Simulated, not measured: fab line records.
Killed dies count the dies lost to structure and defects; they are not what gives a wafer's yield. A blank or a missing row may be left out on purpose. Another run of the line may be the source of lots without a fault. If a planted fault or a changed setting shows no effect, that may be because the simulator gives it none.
A sampling plan put to the test -- flow nand-harc -- one line in one fab, 45 faults in these records, each fault weighed on the records of the lots it struck
The line's own looks make up the plan; these are the steps of the route where a gauge or inspection reads the wafer and leaves it unchanged. A look can be judged if struck wafers have a number there and the file gives its usual mean and standard deviation on fault-free wafers. Caught: a look later than the fault's first step finds the struck wafers' mean 4 or more of those standard deviations (sigma) from the usual mean. On the tool: the test repeated on the tool's own readings taken at the fault's steps. Also counted as caught: the struck wafers showing another recipe, or a record that is empty for them alone.

## THE FAULTS, as the simulator had put them in
1. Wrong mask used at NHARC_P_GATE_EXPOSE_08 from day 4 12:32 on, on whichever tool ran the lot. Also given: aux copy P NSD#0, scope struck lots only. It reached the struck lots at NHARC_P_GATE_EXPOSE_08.
2. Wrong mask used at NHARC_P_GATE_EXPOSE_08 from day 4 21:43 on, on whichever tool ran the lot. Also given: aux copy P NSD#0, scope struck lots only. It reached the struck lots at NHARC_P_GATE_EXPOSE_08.
3. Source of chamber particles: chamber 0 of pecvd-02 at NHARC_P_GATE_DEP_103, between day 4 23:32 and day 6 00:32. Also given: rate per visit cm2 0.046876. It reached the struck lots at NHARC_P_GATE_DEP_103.
4. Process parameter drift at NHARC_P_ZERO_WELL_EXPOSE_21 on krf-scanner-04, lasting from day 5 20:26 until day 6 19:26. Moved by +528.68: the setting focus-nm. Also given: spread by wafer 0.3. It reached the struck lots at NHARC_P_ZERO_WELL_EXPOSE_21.
5. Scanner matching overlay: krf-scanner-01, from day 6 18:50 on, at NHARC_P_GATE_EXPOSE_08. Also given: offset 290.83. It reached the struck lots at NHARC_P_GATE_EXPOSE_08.
6. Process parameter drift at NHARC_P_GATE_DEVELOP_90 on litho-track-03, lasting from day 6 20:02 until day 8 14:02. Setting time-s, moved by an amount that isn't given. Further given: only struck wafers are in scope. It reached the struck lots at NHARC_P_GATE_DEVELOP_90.
7. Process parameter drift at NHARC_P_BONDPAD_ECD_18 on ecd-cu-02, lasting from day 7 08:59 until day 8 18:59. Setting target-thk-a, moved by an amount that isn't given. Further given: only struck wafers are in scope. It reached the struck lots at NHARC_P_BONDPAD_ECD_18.
8. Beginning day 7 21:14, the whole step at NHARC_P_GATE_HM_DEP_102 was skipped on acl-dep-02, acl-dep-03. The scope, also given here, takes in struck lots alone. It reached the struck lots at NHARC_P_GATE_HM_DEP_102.
9. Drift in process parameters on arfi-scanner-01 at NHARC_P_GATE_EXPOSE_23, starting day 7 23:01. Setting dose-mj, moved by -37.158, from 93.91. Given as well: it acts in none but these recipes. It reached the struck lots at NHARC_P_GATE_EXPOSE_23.
10. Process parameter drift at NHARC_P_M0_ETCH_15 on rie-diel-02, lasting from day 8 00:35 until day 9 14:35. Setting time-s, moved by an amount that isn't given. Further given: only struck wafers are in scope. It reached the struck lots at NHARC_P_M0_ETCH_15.
11. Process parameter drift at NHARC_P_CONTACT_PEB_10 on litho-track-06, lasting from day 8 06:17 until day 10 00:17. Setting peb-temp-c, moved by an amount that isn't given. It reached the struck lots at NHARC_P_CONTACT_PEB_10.
12. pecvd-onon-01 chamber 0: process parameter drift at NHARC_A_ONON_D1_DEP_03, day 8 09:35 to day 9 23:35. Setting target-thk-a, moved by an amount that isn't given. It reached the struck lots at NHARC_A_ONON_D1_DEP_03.
13. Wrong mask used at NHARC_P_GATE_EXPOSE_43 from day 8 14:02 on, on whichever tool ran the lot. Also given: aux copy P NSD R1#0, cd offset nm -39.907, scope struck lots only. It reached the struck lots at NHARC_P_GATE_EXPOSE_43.
14. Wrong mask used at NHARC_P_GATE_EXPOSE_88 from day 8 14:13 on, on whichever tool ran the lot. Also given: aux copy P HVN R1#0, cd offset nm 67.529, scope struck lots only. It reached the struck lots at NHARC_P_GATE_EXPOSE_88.
15. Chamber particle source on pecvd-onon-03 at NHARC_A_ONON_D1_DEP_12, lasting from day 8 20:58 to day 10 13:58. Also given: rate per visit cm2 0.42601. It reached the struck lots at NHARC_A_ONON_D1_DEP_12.
16. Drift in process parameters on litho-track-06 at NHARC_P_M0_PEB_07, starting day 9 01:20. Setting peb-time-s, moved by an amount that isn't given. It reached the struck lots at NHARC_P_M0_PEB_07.
17. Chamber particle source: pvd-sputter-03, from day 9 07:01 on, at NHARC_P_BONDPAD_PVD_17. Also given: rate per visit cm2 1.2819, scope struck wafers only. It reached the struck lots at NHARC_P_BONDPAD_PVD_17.
18. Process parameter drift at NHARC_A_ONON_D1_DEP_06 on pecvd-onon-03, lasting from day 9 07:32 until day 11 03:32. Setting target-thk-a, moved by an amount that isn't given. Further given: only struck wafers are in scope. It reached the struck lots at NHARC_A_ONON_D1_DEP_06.
19. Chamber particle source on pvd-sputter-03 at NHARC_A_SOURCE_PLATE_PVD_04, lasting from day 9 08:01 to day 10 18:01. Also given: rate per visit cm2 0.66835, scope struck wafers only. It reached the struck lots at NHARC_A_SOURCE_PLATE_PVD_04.
20. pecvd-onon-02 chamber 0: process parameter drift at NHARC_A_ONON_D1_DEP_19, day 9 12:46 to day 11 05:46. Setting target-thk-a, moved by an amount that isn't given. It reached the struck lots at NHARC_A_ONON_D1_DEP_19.
21. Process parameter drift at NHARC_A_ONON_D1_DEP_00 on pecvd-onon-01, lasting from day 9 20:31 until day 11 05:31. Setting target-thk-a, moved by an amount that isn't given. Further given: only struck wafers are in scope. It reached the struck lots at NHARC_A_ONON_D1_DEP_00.
22. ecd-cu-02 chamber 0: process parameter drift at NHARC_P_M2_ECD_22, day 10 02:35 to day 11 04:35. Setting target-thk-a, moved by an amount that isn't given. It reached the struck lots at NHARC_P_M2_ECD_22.
23. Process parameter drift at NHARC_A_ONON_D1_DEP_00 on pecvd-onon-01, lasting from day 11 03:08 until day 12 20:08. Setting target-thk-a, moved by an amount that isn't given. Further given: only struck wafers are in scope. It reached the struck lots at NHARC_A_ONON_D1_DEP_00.
24. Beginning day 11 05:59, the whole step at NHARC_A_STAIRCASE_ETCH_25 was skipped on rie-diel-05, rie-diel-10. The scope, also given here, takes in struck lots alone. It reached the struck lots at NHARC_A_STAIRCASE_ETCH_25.
25. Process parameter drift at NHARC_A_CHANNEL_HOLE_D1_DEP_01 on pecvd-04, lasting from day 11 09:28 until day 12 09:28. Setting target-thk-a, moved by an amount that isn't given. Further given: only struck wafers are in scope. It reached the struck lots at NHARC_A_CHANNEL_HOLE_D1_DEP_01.
26. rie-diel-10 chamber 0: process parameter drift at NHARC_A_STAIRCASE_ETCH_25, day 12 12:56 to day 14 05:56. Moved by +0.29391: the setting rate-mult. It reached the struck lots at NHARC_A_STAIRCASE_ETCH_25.
27. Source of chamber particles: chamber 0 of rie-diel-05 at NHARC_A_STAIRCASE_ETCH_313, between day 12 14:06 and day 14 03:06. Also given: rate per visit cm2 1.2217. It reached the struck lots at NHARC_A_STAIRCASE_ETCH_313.
28. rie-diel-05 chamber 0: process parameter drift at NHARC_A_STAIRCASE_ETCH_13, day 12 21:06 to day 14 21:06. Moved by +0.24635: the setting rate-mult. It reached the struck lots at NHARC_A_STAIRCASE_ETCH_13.
29. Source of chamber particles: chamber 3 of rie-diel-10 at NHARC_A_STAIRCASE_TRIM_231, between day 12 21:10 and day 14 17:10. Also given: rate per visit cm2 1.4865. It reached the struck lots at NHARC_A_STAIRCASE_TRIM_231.
30. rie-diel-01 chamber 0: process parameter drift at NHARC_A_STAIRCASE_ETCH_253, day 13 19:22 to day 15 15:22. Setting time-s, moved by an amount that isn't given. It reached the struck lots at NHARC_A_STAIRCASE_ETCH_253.
31. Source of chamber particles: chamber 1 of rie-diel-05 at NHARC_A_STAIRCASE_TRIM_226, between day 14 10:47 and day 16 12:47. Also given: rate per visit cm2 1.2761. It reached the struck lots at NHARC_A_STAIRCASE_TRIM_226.
32. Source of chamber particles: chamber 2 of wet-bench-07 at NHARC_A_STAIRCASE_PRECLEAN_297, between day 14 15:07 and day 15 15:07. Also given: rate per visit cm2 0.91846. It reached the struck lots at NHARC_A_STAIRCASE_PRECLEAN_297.
33. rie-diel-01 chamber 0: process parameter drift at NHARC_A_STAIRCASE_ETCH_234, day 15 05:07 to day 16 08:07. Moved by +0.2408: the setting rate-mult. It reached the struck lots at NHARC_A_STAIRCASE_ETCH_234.
34. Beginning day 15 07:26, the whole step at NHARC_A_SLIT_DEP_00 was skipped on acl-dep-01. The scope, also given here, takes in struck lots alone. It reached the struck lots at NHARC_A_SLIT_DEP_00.
35. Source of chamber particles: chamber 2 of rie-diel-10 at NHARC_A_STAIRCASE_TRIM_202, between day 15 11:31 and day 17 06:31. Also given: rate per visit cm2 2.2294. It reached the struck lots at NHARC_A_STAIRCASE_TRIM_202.
36. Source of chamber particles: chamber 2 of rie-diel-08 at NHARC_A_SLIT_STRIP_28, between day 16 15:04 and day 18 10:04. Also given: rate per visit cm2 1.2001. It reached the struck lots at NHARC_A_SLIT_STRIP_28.
37. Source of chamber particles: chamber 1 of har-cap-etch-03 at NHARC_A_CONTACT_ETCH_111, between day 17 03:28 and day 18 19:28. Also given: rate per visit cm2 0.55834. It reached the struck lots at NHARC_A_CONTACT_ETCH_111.
38. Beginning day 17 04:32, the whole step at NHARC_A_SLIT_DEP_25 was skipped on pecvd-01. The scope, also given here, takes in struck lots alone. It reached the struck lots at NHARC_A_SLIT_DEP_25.
39. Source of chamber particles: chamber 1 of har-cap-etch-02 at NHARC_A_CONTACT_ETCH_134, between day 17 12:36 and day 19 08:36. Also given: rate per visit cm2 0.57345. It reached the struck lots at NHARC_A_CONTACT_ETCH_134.
40. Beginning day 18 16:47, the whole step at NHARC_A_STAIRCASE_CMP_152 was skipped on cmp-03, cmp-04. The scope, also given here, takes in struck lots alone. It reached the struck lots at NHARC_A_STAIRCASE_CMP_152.
41. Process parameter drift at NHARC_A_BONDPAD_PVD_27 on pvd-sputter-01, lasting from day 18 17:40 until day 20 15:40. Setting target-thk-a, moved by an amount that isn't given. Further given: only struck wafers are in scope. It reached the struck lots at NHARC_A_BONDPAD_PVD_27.
42. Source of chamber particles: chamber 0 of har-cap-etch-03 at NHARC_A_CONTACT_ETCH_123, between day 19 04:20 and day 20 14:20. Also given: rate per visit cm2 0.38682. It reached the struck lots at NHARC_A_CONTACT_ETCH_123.
43. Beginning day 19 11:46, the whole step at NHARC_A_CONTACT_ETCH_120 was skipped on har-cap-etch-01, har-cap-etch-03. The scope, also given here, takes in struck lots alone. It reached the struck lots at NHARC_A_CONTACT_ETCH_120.
44. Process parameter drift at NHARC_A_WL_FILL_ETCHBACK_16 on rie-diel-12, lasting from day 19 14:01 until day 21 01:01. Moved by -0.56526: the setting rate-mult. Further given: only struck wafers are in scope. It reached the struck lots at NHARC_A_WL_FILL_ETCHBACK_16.
45. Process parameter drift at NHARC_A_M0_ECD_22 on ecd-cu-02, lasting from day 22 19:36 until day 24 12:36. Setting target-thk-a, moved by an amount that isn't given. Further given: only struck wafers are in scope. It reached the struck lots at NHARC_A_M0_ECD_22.

## WHAT THE PLAN SAW
fault,on the tool itself,first look that catches it,"reading, sigma",median hours from its first step to that look,hours from the fault's start to the first struck lot there,judged looks passed uncaught
1,no reading that can be judged,NHARC_END_SORT_01,killed-at-periphery +99 or beyond,369.3,373,0
2,no reading that can be judged,NHARC_END_SORT_01,killed-at-periphery +99 or beyond,370.0,374,0
3,under 2 sigma,NHARC_P_GATE_INSPECT_28,raw-defect-count +11,0.6,1,0
4,under 2 sigma,NHARC_P_ZERO_WELL_CD_MEAS_24,cd-nm +33,0.2,6,0
5,no reading that can be judged,NHARC_END_SORT_01,killed-at-periphery +99 or beyond,371.5,386,0
6,no reading that can be judged,NHARC_END_SORT_01,killed-at-periphery +99 or beyond,342.1,339,0
7,under 2 sigma,NHARC_END_SORT_01,killed-at-periphery +99 or beyond,318.0,315,0
8,the tool's record is blank for the struck wafers,NHARC_P_GATE_INSPECT_68,raw-defect-count +45,20.3,20,0
9,exposure-dose-mJ-cm2 -99 or beyond sigma,NHARC_P_GATE_CD_MEAS_26,cd-nm +56,0.1,0,0
10,run-length-s -74 sigma,NHARC_END_SORT_01,killed-at-periphery +99 or beyond,341.0,344,0
11,plate-temp-C -14 sigma,NHARC_P_CONTACT_CD_MEAS_12,cd-nm -12,0.1,13,0
12,under 2 sigma,NHARC_A_ONON_D1_THK_MEAS_05,thk-nm +56,0.5,12,0
13,no reading that can be judged,NHARC_P_GATE_CD_MEAS_46,cd-nm -27,0.1,3,0
14,no reading that can be judged,NHARC_P_GATE_CD_MEAS_91,cd-nm +56,0.2,0,0
15,under 2 sigma,NHARC_END_SORT_01,killed-at-array +8.4,293.4,314,1
16,heater-power-total-W +99 or beyond sigma,NHARC_END_SORT_01,killed-at-periphery +99 or beyond,332.8,353,0
17,only faintly: throttle-valve-pct +2.0 sigma,NHARC_END_SORT_01,killed-at-periphery +43,304.4,334,1
18,under 2 sigma,NHARC_A_ONON_D1_THK_MEAS_08,thk-nm +67,0.5,10,0
19,no reading that can be judged,NHARC_A_SOURCE_PLATE_INSPECT_08,raw-defect-count +17,14.2,32,0
20,no reading that can be judged,NHARC_A_ONON_D1_THK_MEAS_21,thk-nm +59,0.5,7,0
21,no reading that can be judged,NHARC_A_ONON_D1_THK_MEAS_02,thk-nm +99 or beyond,0.5,5,0
22,no reading that can be judged,not the one look that can be judged after it,-,-,-,1
23,under 2 sigma,NHARC_A_ONON_D1_THK_MEAS_02,thk-nm -24,0.5,11,0
24,the tool's record is blank for the struck wafers,NHARC_END_SORT_01,killed-at-array +72,206.5,204,0
25,under 2 sigma,NHARC_END_SORT_01,killed-at-array +26,272.3,268,2
26,oes-product-au +16 sigma,NHARC_END_SORT_01,killed-at-array +71,209.8,218,0
27,under 2 sigma,NHARC_END_SORT_01,killed-at-array +9.3,181.1,190,0
28,oes-product-au +11 sigma,NHARC_END_SORT_01,killed-at-array +39,210.4,210,0
29,under 2 sigma,NHARC_END_SORT_01,killed-at-array +10,196.3,210,1
30,run-length-s -31 sigma,NHARC_END_SORT_01,killed-at-array +63,196.0,195,0
31,under 2 sigma,NHARC_END_SORT_01,killed-at-array +9.8,192.2,195,0
32,under 2 sigma,not the one look that can be judged after it,"strongest: killed-dies at NHARC_END_SORT_01, +3.8",-,-,1
33,oes-product-au +13 sigma,NHARC_END_SORT_01,killed-at-array +34,207.2,214,0
34,the tool's record is blank for the struck wafers,NHARC_END_SORT_01,killed-at-array +72,130.3,134,3
35,only faintly: oes-product-au +2.1 sigma,NHARC_END_SORT_01,killed-at-array +12,210.9,214,0
36,no reading that can be judged,NHARC_A_SIN_REMOVE_INSPECT_04,raw-defect-count +9.1,7.8,8,0
37,no reading that can be judged,NHARC_END_SORT_01,killed-at-array +7.5,80.4,90,3
38,the tool's record is blank for the struck wafers,NHARC_END_SORT_01,killed-at-array +72,129.6,129,0
39,no reading that can be judged,NHARC_END_SORT_01,killed-at-array +4.2,59.8,80,0
40,the tool's record is blank for the struck wafers,NHARC_END_SORT_01,killed-at-array +72,133.3,141,0
41,under 2 sigma,NHARC_END_SORT_01,sort_bin_2_pct +99 or beyond,34.8,42,0
42,the tool's record is blank for the struck wafers,NHARC_END_SORT_01,killed-at-array +7.5,77.8,85,0
43,the tool's record is blank for the struck wafers,NHARC_END_SORT_01,killed-at-array +72,72.5,74,0
44,oes-product-au -10 sigma,NHARC_END_SORT_01,killed-at-array +72,104.9,106,0
45,no reading that can be judged,not the one look that can be judged after it,-,-,-,1
A dash: the fault isn't caught, or these records don't give the number.

Caught at a look: 42 of 45. Caught on the tool: 16 of 45. By one or the other: 42 of 45.
Caught at a look alone: faults 1, 2, 3, 4, 5, 6, 7, 12, 13, 14, 15, 17, 18, 19, 20, 21, 23, 25, 27, 29, 31, 35, 36, 37, 39, 41.
Caught by neither: faults 22, 32, 45.

## THINNER SAMPLING
Were the look that catches a fault to measure just every second or every third lot (counted by lot number), the first struck lot would, at worst, be measured this late:
fault,"struck lots at that look, in order of time",every lot,every second lot,every third lot
1,L558,373 h,may miss it,may miss it
2,L449,374 h,may miss it,may miss it
3,L716,1 h,may miss it,may miss it
4,"L506, L508",6 h,may miss all 2,may miss all 2
5,"L711, L716",386 h,394 h,may miss all 2
6,"L838, L842, L841",339 h,373 h,may miss all 3
7,"L893, L896, L895",315 h,342 h,may miss all 3
8,"L281, L284",20 h,21 h,may miss all 2
9,"L495, L500",0 h,26 h,may miss all 2
10,L912,344 h,may miss it,may miss it
11,"L832, L833",13 h,19 h,may miss all 2
12,"L168, L171",12 h,32 h,may miss all 2
13,L752,3 h,may miss it,may miss it
14,L883,0 h,may miss it,may miss it
15,"L162, L160",314 h,may miss all 2,may miss all 2
16,L117,353 h,may miss it,may miss it
17,L309,334 h,may miss it,may miss it
18,"L231, L235",10 h,may miss all 2,may miss all 2
19,L834,32 h,may miss it,may miss it
20,"L208, L210",7 h,may miss all 2,may miss all 2
21,"L625, L628",5 h,20 h,may miss all 2
23,"L925, L926",11 h,18 h,may miss all 2
24,"L313, L314",204 h,211 h,may miss all 2
25,"L940, L937",268 h,276 h,may miss all 2
26,"L105, L109",218 h,may miss all 2,may miss all 2
27,L484,190 h,may miss it,may miss it
28,"L333, L335, L336",210 h,247 h,may miss all 3
29,"L610, L611",210 h,220 h,may miss all 2
30,"L289, L294",195 h,239 h,may miss all 2
31,L715,195 h,may miss it,may miss it
33,"L989, L987, L988",214 h,219 h,219 h
34,"L521, L525",134 h,may miss all 2,may miss all 2
35,L407,214 h,may miss it,may miss it
36,"L984, L991",8 h,28 h,may miss all 2
37,"L772, L776",90 h,may miss all 2,may miss all 2
38,"L169, L167",129 h,may miss all 2,may miss all 2
39,"L397, L399",80 h,may miss all 2,may miss all 2
40,"L618, L620, L617",141 h,157 h,may miss all 3
41,"L486, L488",42 h,may miss all 2,may miss all 2
42,"L882, L880",85 h,may miss all 2,may miss all 2
43,L658,74 h,may miss it,may miss it
44,"L499, L498",106 h,114 h,may miss all 2
Hours count from the start of the fault until the first struck lot that is measured. The test against the limit of 4 sigma pooled every struck wafer, which means one lot taken alone may stay below that limit. Other struck lots may not be in these records.

## THE LONGEST TIMED WAY FROM STEP TO LOOK
Fault 5: the median time between NHARC_P_GATE_EXPOSE_08 and NHARC_END_SORT_01 is 371.5 hours. No look between them can be judged.
